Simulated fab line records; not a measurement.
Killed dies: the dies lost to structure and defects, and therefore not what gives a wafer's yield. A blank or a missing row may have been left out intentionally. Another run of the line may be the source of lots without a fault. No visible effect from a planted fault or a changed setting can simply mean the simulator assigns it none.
Chamber matching    flow n5Finfet    rieDiel-06 running N5_PASSIVATION_STRIP_14: 4 sister chambers
The step strips in O2. 4 wafers are shown with their chamber, then 6 later ones without.

== WAFERS, EACH WITH ITS CHAMBER ==
wafer   chamber  showerheadPlenumPTorr (Torr)
L698.5  1        2.01
L715.1  3        1.98
L715.3  2        2.25
L715.5  0        2.02

== WAFERS WHOSE CHAMBER IS MISSING ==
wafer   showerheadPlenumPTorr (Torr)
L718.2  2.02
L718.3  2.00
L718.5  1.98
L717.3  2.00
L717.5  2.02
L717.6  2.00

== WHICH CHAMBER EACH WENT THROUGH ==
wafer   from the rows above           in truth
L718.2  can't be placed: 0 or 1       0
L718.3  can't be placed: 1 or 0 or 3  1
L718.5  3                             3
L717.3  can't be placed: 1 or 0 or 3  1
L717.5  can't be placed: 0 or 1       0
L717.6  can't be placed: 1 or 0 or 3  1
Placed correctly: 1 of 6. Not placeable from these rows: 5 (in 5, the candidates include the true chamber). Wrongly placed: 0.
How it was worked out, from the rows above alone: a wafer's distance from a chamber is the root of the sum, over the readings, of the square of ((its reading less the chamber's mean) divided by the reading's scatter). If the next closest chamber is less than 2 further off than the closest, the wafer can't be placed; otherwise it belongs to the closest. For every chamber, the mean is computed from those of its wafers that are shown. The scatter (one wafer shown for each chamber): square how far every hidden wafer sits from the nearest shown wafer, average those squares and take the square root.
